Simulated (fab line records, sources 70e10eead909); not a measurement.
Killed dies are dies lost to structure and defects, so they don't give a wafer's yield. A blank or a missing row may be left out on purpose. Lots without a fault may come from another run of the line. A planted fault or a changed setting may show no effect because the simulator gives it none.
fab line records | flow nand_harc | part 1 of 2: steps 1 to 23 of 32
record lots=5 wafers=15 last_day=24
route steps=1159 shown A_SGD_CUT@752 A_SLIT@779
lots that met no fault: from a run of the same line without faults
start_h: hours from the record's first day to the start of the lot's first wafer shown | wait_h: hours since the lot's step before | " the same as in the row above | L1.1+2: a row that stands for several wafers | - no value, or no start given | * or withheld: withheld | < > ~ a bound
route shown NAME@n: a module of which the file shows steps, and the number in the route of the first | usual: mean/standard deviation of fault-free wafers | same: alike in all rows | chamber/n: place in a boat | sites: the reading at each site | _std_site: their standard deviation | _edge_site: outer sites' mean less inner sites' | radius_mm: how far each site lies from the wafer's centre | mask NAME#n: copy n | behind: the tool/chamber that last shaped the wafer | hold: why the lot was held/for how many hours/how that ended | device: the transistor (n, p or np) that didn't switch | end of line: the same wafers' tests at the end of the route | a step without rows: its recipe alone | killed: dies lost to structure and defects at the first sort, not the wafer's yield | map: a wafer's dies, x killed, . not, _ none there
set.NAME: the setting as run; set.NAME@STEP: as run at that earlier step | model.NAME: the simulator's own value behind a step, which no gauge read
lots at some steps of the route; a table a step, a row a wafer
services: from which hour (start_h, from the record's first day; less than 0 if before it) a tool's chamber was out of use, for how many hours, and why
## steps
# step NHARC_A_SGD_CUT_COAT_03
# recipe spin_rpm=1500 resist_thk_nm=90
# usual dispense_pressure_kPa=51.9/1.1
# columns lot.wafer tool chamber start_h wait_h dispense_pressure_kPa
L084.2 litho_track-01 0 - - 52.1
L084.4 " 0 " " 52.1
L084.5 " 0 " " 52.1
L085.1 litho_track-04 0 - - 53.2
L085.2 " 0 " " 53.2
L085.6 " 0 " " 53.2
L092.2 litho_track-04 0 - - 53.3
L092.4 " 0 " " 53.2
L092.6 " 0 " " 53.2
L093.3 litho_track-01 0 - - 52.1
L093.4 " 0 " " 52.1
L093.5 " 0 " " 52.1
L095.2 litho_track-04 0 - - 53.2
L095.3 " 0 " " 53.2
L095.6 " 0 " " 53.2
# step NHARC_A_SGD_CUT_SOFTBAKE_04
# recipe temp_c=105 time_s=55
# same time_s=55
# columns lot.wafer tool chamber start_h wait_h
L084.2+4+5 litho_track-01 0 - -
L085.1+2+6 litho_track-04 0 - -
L092.2+4+6 litho_track-04 0 - -
L093.3+4+5 litho_track-01 0 - -
L095.2+3+6 litho_track-04 0 - -
# step NHARC_A_SGD_CUT_EBR_05
# columns lot.wafer tool chamber start_h wait_h
L084.2+4+5 litho_track-01 0 - -
L085.1+2+6 litho_track-04 0 - -
L092.2+4+6 litho_track-04 0 - -
L093.3+4+5 litho_track-01 0 - -
L095.2+3+6 litho_track-04 0 - -
# step NHARC_A_SGD_CUT_EXPOSE_06
# recipe na=1.35 dose_mj=85.59 mask_id=SGD
# usual reticle_temp_C=22.99/0.11 stage_vel_mm_s=500.03/0.22
# columns lot.wafer tool chamber start_h wait_h mask reticle_temp_C stage_vel_mm_s
L084.2 arfi_scanner-02 0 369.73 - SGD#0 22.99 500.04
L084.4 " 0 " " SGD#0 23.03 499.90
L084.5 " 0 " " SGD#0 22.96 499.67
L085.1 arfi_scanner-02 0 382.19 - SGD#0 23.14 500.40
L085.2 " 0 " " SGD#0 22.97 500.29
L085.6 " 0 " " SGD#0 23.16 500.18
L092.2 arfi_scanner-01 0 421.12 - SGD#0 23.01 499.86
L092.4 " 0 " " SGD#0 23.18 499.91
L092.6 " 0 " " SGD#0 23.15 499.94
L093.3 arfi_scanner-01 0 421.59 - SGD#0 23.11 500.29
L093.4 " 0 " " SGD#0 23.08 499.70
L093.5 " 0 " " SGD#0 22.83 499.86
L095.2 arfi_scanner-03 0 429.47 - SGD#0 22.88 499.89
L095.3 " 0 " " SGD#0 22.89 499.60
L095.6 " 0 " " SGD#0 22.88 500.01
# step NHARC_A_SGD_CUT_PEB_07
# recipe peb_temp_c=100 peb_time_s=65
# columns lot.wafer tool chamber start_h wait_h
L084.2+4+5 litho_track-04 0 369.79 0.1
L085.1+2+6 litho_track-06 0 382.25 0.1
L092.2+4+6 litho_track-06 0 421.17 0.1
L093.3+4+5 litho_track-04 0 421.64 0.0
L095.2+3+6 litho_track-01 0 429.52 0.1
# step NHARC_A_SGD_CUT_DEVELOP_08
# recipe develop_time_s=35 dev_temp_c=23
# columns lot.wafer tool chamber start_h wait_h
L084.2+4+5 litho_track-04 0 - -
L085.1+2+6 litho_track-06 0 - -
L092.2+4+6 litho_track-06 0 - -
L093.3+4+5 litho_track-04 0 - -
L095.2+3+6 litho_track-01 0 - -
# step NHARC_A_SGD_CUT_CD_MEAS_09
# recipe target_cd_nm=100 landing_energy_ev=500
# usual cd_nm=100.1/0.49
# columns lot.wafer tool chamber start_h wait_h cd_nm
L084.2 cd_sem-01 0 369.87 - 101.3
L084.4 " 0 " " 100.4
L084.5 " 0 " " 100.5
L085.1 cd_sem-03 0 382.33 - 100.5
L085.2 " 0 " " 100.9
L085.6 " 0 " " 100.6
L092.2 cd_sem-02 0 421.25 - 100.0
L092.4 " 0 " " 100.7
L092.6 " 0 " " 100.9
L093.3 cd_sem-03 0 421.73 - 100.3
L093.4 " 0 " " 100.3
L093.5 " 0 " " 99.9
L095.2 cd_sem-03 0 429.60 - 100.0
L095.3 " 0 " " 100.0
L095.6 " 0 " " 100.7
# step NHARC_A_SGD_CUT_OVL_MEAS_10
# usual overlay_x_nm=0.3/0.69 overlay_y_nm=0.1/0.78
# columns lot.wafer tool chamber start_h wait_h overlay_x_nm overlay_y_nm
L084.2 overlay-01 - 369.95 - -0.1 -0.2
L084.4 " - " " 0.4 0.2
L084.5 " - " " 0.0 -0.2
L085.1 overlay-02 - 382.42 - 0.5 1.3
L085.2 " - " " 0.2 1.3
L085.6 " - " " 0.3 1.0
L092.2 overlay-01 - 421.34 - 0.7 -0.5
L092.4 " - " " 0.7 -1.1
L092.6 " - " " 0.2 -0.9
L093.3 overlay-01 - 421.82 - -0.4 -0.5
L093.4 " - " " -0.2 -0.7
L093.5 " - " " -0.4 -0.5
L095.2 overlay-01 - 429.69 - 1.2 -0.8
L095.3 " - " " 1.0 -0.7
L095.6 " - " " 0.6 -0.5
# step NHARC_A_SGD_CUT_INSPECT_11
# usual raw_defect_count=18/9.3
# columns lot.wafer tool chamber start_h wait_h raw_defect_count
L084.2 defect_inspect-01 - 369.99 0.0 7
L084.4 " - " " 9
L084.5 " - " " 11
L085.1 defect_inspect-02 - 382.46 0.0 10
L085.2 " - " " 17
L085.6 " - " " 8
L092.2 defect_inspect-01 - 421.38 0.0 32
L092.4 " - " " 22
L092.6 " - " " 24
L093.3 defect_inspect-02 - 421.86 0.0 9
L093.4 " - " " 4
L093.5 " - " " 12
L095.2 defect_inspect-02 - 429.73 0.0 16
L095.3 " - " " 11
L095.6 " - " " 17
# step NHARC_A_SGD_CUT_DESCUM_14
# recipe time_s=3 o2_flow_sccm=200 ar_flow_sccm=0 bias_power_w=0 chemistry=O2
# usual drypump_motor_current_A=5.6/0.34 oes_product_au=0.999/0.0076 rf_vpp_V=58.0/0.79 showerhead_plenum_p_Torr=1.95/0.084 throttle_valve_pct=11.312/0.01
# same time_s=3
# columns lot.wafer tool chamber start_h wait_h drypump_motor_current_A oes_product_au rf_hours_counter_h rf_vpp_V showerhead_plenum_p_Torr throttle_valve_pct
L084.4 rie_diel-07 2 370.06 0.1 5.5 1.016 13 58.4 1.98 11.304
L084.2 " 0 " " 5.9 1.001 13 57.9 1.82 11.300
L084.5 " 1 " " 5.3 0.995 - 58.6 1.83 11.300
L085.1 rie_diel-11 0 382.52 0.1 5.5 1.008 0 58.3 2.05 11.312
L085.2 " 1 " " 5.6 1.002 0 58.9 2.02 11.318
L085.6 " 1 " " 5.7 1.010 - 58.9 2.02 11.313
L092.4 rie_diel-07 1 421.44 0.1 5.3 0.986 0 56.8 1.83 11.308
L092.2 " 3 " " 5.3 0.991 0 56.9 1.91 11.297
L092.6 " 1 " " 5.3 1.006 - 58.2 1.83 11.323
L093.3 rie_diel-11 0 421.93 0.1 5.5 1.003 5 58.3 2.05 11.307
L093.4 " 3 " " 5.6 0.998 - 58.1 2.06 11.314
L093.5 " 1 " " 5.6 1.005 - 58.2 2.02 11.317
L095.3 rie_diel-07 0 429.79 0.1 5.9 1.001 2 58.0 1.82 11.313
L095.2 " 3 " " 5.4 1.004 2 57.2 1.91 11.298
L095.6 " 1 " " 5.3 0.998 - 58.1 1.83 11.324
# step NHARC_A_SGD_CUT_ETCH_58
# recipe target_depth_a=390 over_etch_frac=0.3 time_s=65 ion_energy_ev=80 cf4_flow_sccm=150 ar_flow_sccm=0 rf_w=300 bias_w=100 chemistry=CF4
# usual bias_w=100.0/0.31 drypump_motor_current_A=5.6/0.33 oes_product_au=1.000/0.0076 rf_vpp_V=151.7/1.1 showerhead_plenum_p_Torr=1.80/0.071 throttle_valve_pct=13.284/0.0091
# same time_s=65
# columns lot.wafer tool chamber start_h wait_h bias_w drypump_motor_current_A oes_product_au rf_hours_counter_h rf_vpp_V showerhead_plenum_p_Torr throttle_valve_pct
L084.4 rie_diel-07 2 370.14 0.1 100.7 5.5 1.013 13 153.0 1.82 13.282
L084.2 " 0 " " 100.1 6.0 1.010 13 150.7 1.69 13.278
L084.5 " 2 " " 100.4 5.5 1.019 - 152.2 1.82 13.296
L085.2 rie_diel-11 1 382.61 0.1 99.8 5.6 1.012 0 151.8 1.86 13.284
L085.1 " 3 " " 100.0 5.6 0.996 0 153.3 1.89 13.276
L085.6 " 1 " " 99.6 5.6 0.999 - 153.3 1.86 13.295
L092.2 rie_diel-07 1 421.53 0.1 100.2 5.3 0.992 0 150.7 1.70 13.281
L092.4 " 2 " " 100.3 5.5 0.997 0 151.4 1.82 13.279
L092.6 " 3 " " 99.8 5.3 1.004 - 151.7 1.77 13.271
L093.3 rie_diel-11 0 422.02 0.1 99.3 5.5 0.999 5 151.9 1.89 13.268
L093.5 " 0 " " 99.7 5.5 0.999 - 153.4 1.89 13.285
L093.4 " 1 " " 99.7 5.6 1.010 - 154.0 1.86 13.281
L095.3 rie_diel-07 3 429.88 0.1 99.9 5.3 1.005 2 150.1 1.76 13.275
L095.2 " 1 " " 99.8 5.3 0.994 2 151.1 1.70 13.275
L095.6 " 3 " " 100.0 5.3 0.995 - 151.6 1.76 13.289
# step NHARC_A_SGD_CUT_ETCH_59
# recipe target_depth_a=2600 over_etch_frac=0.25 time_s=406.25 ion_energy_ev=200 n2_flow_sccm=150 h2_flow_sccm=150 ar_flow_sccm=0 rf_w=400 bias_w=150 chemistry=N2/H2
# usual bias_w=150.0/0.46 drypump_motor_current_A=5.5/0.35 oes_product_au=1.000/0.0083 rf_vpp_V=431.5/2.6 showerhead_plenum_p_Torr=2.08/0.09 throttle_valve_pct=14.171/0.0094
# same time_s=406.25
# columns lot.wafer tool chamber start_h wait_h bias_w drypump_motor_current_A oes_product_au rf_hours_counter_h rf_vpp_V showerhead_plenum_p_Torr throttle_valve_pct
L084.4 rie_diel-07 0 - - 149.7 5.9 1.005 13 429.0 1.94 14.179
L084.2 " 1 " " 150.1 5.4 0.995 16 427.8 1.95 14.166
L084.5 " 0 " " 150.0 6.0 1.009 - 427.7 1.94 14.172
L085.2 rie_diel-11 2 - - 150.5 4.6 1.013 0 433.5 2.19 14.169
L085.1 " 0 " " 150.0 5.5 0.994 1 434.9 2.19 14.173
L085.6 " 1 " " 149.7 5.6 0.997 - 433.1 2.16 14.160
L092.4 rie_diel-07 3 - - 150.1 5.3 0.993 0 431.0 2.03 14.156
L092.2 " 1 " " 150.9 5.3 1.002 0 428.1 1.95 14.180
L092.6 " 3 " " 150.1 5.4 0.989 - 429.9 2.03 14.164
L093.3 rie_diel-11 0 - - 150.6 5.5 0.989 5 434.2 2.19 14.169
L093.4 " 0 " " 150.4 5.5 0.989 - 435.2 2.19 14.164
L093.5 " 1 " " 150.1 5.7 1.004 - 434.5 2.16 14.164
L095.3 rie_diel-07 2 - - 150.1 5.5 1.005 2 433.1 2.11 14.163
L095.2 " 3 " " 150.0 5.4 1.024 2 429.9 2.03 14.163
L095.6 " 2 " " 150.3 5.5 1.014 - 432.8 2.11 14.170
# step NHARC_A_SGD_CUT_ETCH_15
# recipe target_depth_a=750 time_s=64.3 ch3f_flow_sccm=50 o2_flow_sccm=30 ar_flow_sccm=200 rf_w=500 bias_w=100 chemistry=CH3F/O2
# usual bias_w=100.1/0.31 drypump_motor_current_A=5.5/0.36 oes_product_au=0.964/0.016 rf_vpp_V=264.6/1.7 showerhead_plenum_p_Torr=2.51/0.1 throttle_valve_pct=20.664/0.0094
# same time_s=64.3
# columns lot.wafer tool chamber start_h wait_h bias_w drypump_motor_current_A oes_product_au rf_hours_counter_h rf_vpp_V showerhead_plenum_p_Torr throttle_valve_pct
L084.2 rie_diel-07 2 - - 99.6 5.5 0.965 13 267.4 2.54 20.664
L084.4 " 0 " " 100.1 5.9 0.987 14 263.2 2.35 20.658
L084.5 " 2 " " 100.2 5.5 0.970 - 264.5 2.54 20.672
L085.1 rie_diel-11 3 - - 99.5 5.7 0.987 1 266.3 2.64 20.661
L085.2 " 0 " " 100.2 5.5 0.976 1 267.0 2.63 20.652
L085.6 " 3 " " 99.5 5.7 0.987 - 266.4 2.64 20.665
L092.2 rie_diel-07 2 - - 99.7 5.5 0.970 1 266.5 2.54 20.669
L092.4 " 1 " " 99.9 5.3 0.943 1 261.6 2.36 20.675
L092.6 " 3 " " 100.0 5.3 0.966 - 265.3 2.45 20.665
L093.3 rie_diel-11 0 - - 100.2 5.5 0.962 5 267.4 2.63 20.663
L093.5 " 1 " " 99.9 5.7 0.973 - 266.5 2.59 20.668
L093.4 " 0 " " 100.0 5.5 0.960 - 267.5 2.63 20.656
L095.3 rie_diel-07 1 - - 100.7 5.3 0.953 2 262.9 2.36 20.656
L095.2 " 3 " " 100.4 5.3 0.984 2 264.1 2.45 20.645
L095.6 " 2 " " 100.1 5.5 0.981 - 266.4 2.54 20.661
# step NHARC_A_SGD_CUT_ETCH_16
# recipe target_depth_a=3105 time_s=155.2 c4f8_flow_sccm=withheld o2_flow_sccm=8 ar_flow_sccm=withheld rf_w=600 bias_w=800 chemistry=C4F8/O2/Ar
# usual bias_w=800.2/2.4 oes_product_au=0.973/0.012 rf_vpp_V=725/4.2
# same time_s=155.2
# columns lot.wafer tool chamber start_h wait_h bias_w oes_product_au rf_hours_counter_h rf_vpp_V
L084.2 rie_diel-07 3 - - 801.2 0.976 14 724
L084.4 " 1 " " 803.5 0.973 16 720
L084.5 " 2 " " 804.0 0.987 - 727
L085.1 rie_diel-11 0 - - 800.8 0.970 1 729
L085.2 " 1 " " 798.8 0.979 1 729
L085.6 " 1 " " 798.5 0.961 - 729
L092.4 rie_diel-07 1 - - 802.8 0.964 1 717
L092.2 " 2 " " 801.9 0.974 1 726
L092.6 " 1 " " 802.1 0.960 - 720
L093.3 rie_diel-11 0 - - 799.2 0.970 5 730
L093.4 " 0 " " 797.0 0.970 - 729
L093.5 " 3 " " 794.5 0.968 - 730
L095.2 rie_diel-07 0 - - 795.9 0.978 2 718
L095.3 " 3 " " 803.2 0.986 2 723
L095.6 " 1 " " 801.9 0.967 - 719
# step NHARC_A_SGD_CUT_STRIP_60
# recipe c4f8_flow_sccm=withheld o2_flow_sccm=8 ar_flow_sccm=withheld bias_w=0 chemistry=C4F8/O2/Ar
# columns lot.wafer tool chamber start_h wait_h
L084.2+4+5 rie_diel-07 1,3,0 - -
L085.2+1+6 rie_diel-11 1,0,2 - -
L092.2+4+6 rie_diel-07 3,0,3 - -
L093.3+5+4 rie_diel-11 1,1,3 - -
L095.3+2+6 rie_diel-07 3,0,2 - -
# step NHARC_A_SGD_CUT_STRIP_17
# recipe o2_flow_sccm=500 ar_flow_sccm=0 bias_w=0 chemistry=O2
# usual drypump_motor_current_A=5.6/0.34 oes_product_au=0.999/0.0085 rf_vpp_V=58.0/0.89 showerhead_plenum_p_Torr=3.58/0.14 throttle_valve_pct=17.037/0.0092
# same bias_w=0
# columns lot.wafer tool chamber start_h wait_h drypump_motor_current_A oes_product_au rf_hours_counter_h rf_vpp_V showerhead_plenum_p_Torr throttle_valve_pct
L084.2 rie_diel-07 3 - - 5.3 1.005 14 58.1 3.52 17.015
L084.4 " 0 " " 6.0 1.005 14 57.5 3.38 17.033
L084.5 " 1 " " 5.3 0.994 - 57.4 3.39 17.034
L085.2 rie_diel-11 1 - - 5.6 0.995 1 57.9 3.72 17.055
L085.1 " 2 " " 4.7 1.006 1 60.1 3.76 17.033
L085.6 " 0 " " 5.5 0.994 - 58.0 3.77 17.046
L092.2 rie_diel-07 1 - - 5.3 0.996 1 57.7 3.39 17.046
L092.4 " 0 " " 6.0 0.995 1 56.8 3.37 17.060
L092.6 " 1 " " 5.3 0.985 - 56.7 3.39 17.028
L093.3 rie_diel-11 3 - - 5.6 0.996 5 61.0 3.77 17.032
L093.5 " 0 " " 5.5 0.991 - 58.9 3.76 17.031
L093.4 " 1 " " 5.7 0.986 - 58.4 3.72 17.044
L095.2 rie_diel-07 2 - - 5.6 1.008 2 58.0 3.64 17.037
L095.3 " 0 " " 6.0 1.005 2 57.8 3.37 17.045
L095.6 " 3 " " 5.4 1.000 - 58.3 3.52 17.034
# step NHARC_A_SGD_CUT_PRECLEAN_18
# recipe time_s=* temp_c=50 bath_age_min=0 chemistry=SC1
# usual diw_flow_mL_min=1415/4.3 h2o2_flow_mL_min=56.61/0.19
# same time_s=*
# columns lot.wafer tool chamber start_h wait_h diw_flow_mL_min h2o2_flow_mL_min
L084.2 wet_bench-03 5 371.03 - 1420 56.66
L084.5 " 7 " " 1413 56.67
L084.4 " 1 " " 1413 56.60
L085.1 wet_bench-04 5 383.50 - 1410 56.75
L085.2 " 7 " " 1421 56.60
L085.6 " 0 " " 1418 56.53
L092.4 wet_bench-04 5 422.42 - 1413 56.59
L092.2 " 0 " " 1415 56.67
L092.6 " 1 " " 1423 56.48
L093.4 wet_bench-07 6 423.05 - 1418 56.95
L093.5 " 7 " " 1416 56.34
L093.3 " 1 " " 1410 56.45
L095.2 wet_bench-04 5 430.76 - 1415 56.63
L095.3 " 6 " " 1419 57.04
L095.6 " 0 " " 1423 56.37
# step NHARC_A_SGD_CUT_SRD_19
# columns lot.wafer tool chamber start_h wait_h
L084.2+5+4 wet_bench-03 5,7,1 - -
L085.1+2+6 wet_bench-04 5,7,0 - -
L092.4+2+6 wet_bench-04 5,0,1 - -
L093.4+5+3 wet_bench-07 6,7,1 423.12 0.1
L095.2+3+6 wet_bench-04 5,6,0 - -
# step NHARC_A_SGD_CUT_DEP_20
# recipe target_thk_a=1500 temp_c=65 material=SiO2
# columns lot.wafer tool chamber start_h wait_h
L084.2+4+5 fcvd-02 1,0,1 371.19 -
L085.2+1+6 fcvd-01 0,1,1 383.64 -
L092.2+4+6 fcvd-02 0,1,1 422.55 -
L093.4+3+5 fcvd-02 0,1,0 423.29 0.2
L095.2+3+6 fcvd-01 1 430.96 -
# step NHARC_A_SGD_CUT_ANNEAL_27
# recipe temp_c=450 time_s=1800
# usual spike_tc_centre_C=450.1/0.96
# same time_s=1800
# columns lot.wafer tool chamber start_h wait_h spike_tc_centre_C
L084.2 furnace-08 0 374.05 2.8 448.9
L084.4 " 0 " " 450.6
L084.5 " 0 " " 448.7
L085.1 furnace-08 0 387.64 4.0 450.9
L085.2 " 0 " " 449.5
L085.6 " 0 " " 450.1
L092.2 furnace-03 0 427.60 5.0 450.0
L092.4 " 0 " " 451.9
L092.6 " 0 " " 449.9
L093.3 furnace-03 0 427.60 4.3 448.6
L093.4 " 0 " " 450.4
L093.5 " 0 " " 452.0
L095.2 furnace-03 0 434.19 3.2 449.9
L095.3 " 0 " " 451.1
L095.6 " 0 " " 450.4
# step NHARC_A_SGD_CUT_CMP_21
# recipe target_thk_nm=148.19
# usual motor_current_A=12.0/1.2 time_to_endpoint_s=50.0/2.1
# columns lot.wafer tool chamber start_h wait_h motor_current_A time_to_endpoint_s
L084.2 cmp-02 3 375.50 0.4 13.2 50.4
L084.4 " 0 " " 12.7 47.7
L084.5 " 3 " " 12.7 49.7
L085.2 cmp-04 2 389.10 0.4 12.8 51.1
L085.1 " 1 " " 9.5 53.2
L085.6 " 3 " " 12.4 48.0
L092.4 cmp-01 1 429.09 0.4 12.3 49.1
L092.2 " 2 " " 12.1 49.4
L092.6 " 0 " " 11.7 49.8
L093.3 cmp-01 1 429.21 0.5 12.5 48.6
L093.4 " 0 " " 10.8 52.6
L093.5 " 1 " " 12.8 49.2
L095.3 cmp-04 1 435.67 0.4 10.0 53.5
L095.2 " 2 " " 12.9 50.6
L095.6 " 3 " " 12.2 51.3
# step NHARC_A_SGD_CUT_THK_MEAS_22
# recipe thk_meas_gauge=ellipsometry
# usual thk_nm=148.0/1.4
# columns lot.wafer tool chamber start_h wait_h thk_nm
L084.2 film_metro-01 - 375.75 0.2 148.1
L084.4 " - " " 146.5
L084.5 " - " " 147.7
L085.1 film_metro-02 - 389.35 0.2 148.0
L085.2 " - " " 147.6
L085.6 " - " " 148.1
L092.2 film_metro-02 - 429.32 0.2 146.7
L092.4 " - " " 147.9
L092.6 " - " " 147.9
L093.3 film_metro-01 - 429.47 0.2 149.9
L093.4 " - " " 147.4
L093.5 " - " " 147.9
L095.2 film_metro-02 - 435.88 0.2 150.2
L095.3 " - " " 146.4
L095.6 " - " " 146.5
# step NHARC_A_SGD_CUT_SRD_23
# columns lot.wafer tool chamber start_h wait_h
L084.5+2+4 wet_bench-07 3,6,7 375.80 0.0
L085.1+2+6 wet_bench-04 0,1,2 389.39 0.0
L092.6+4+2 wet_bench-07 3,4,5 429.37 0.0
L093.4+5+3 wet_bench-03 6,7,1 429.51 0.0
L095.2+6+3 wet_bench-07 5,6,7 435.92 0.0
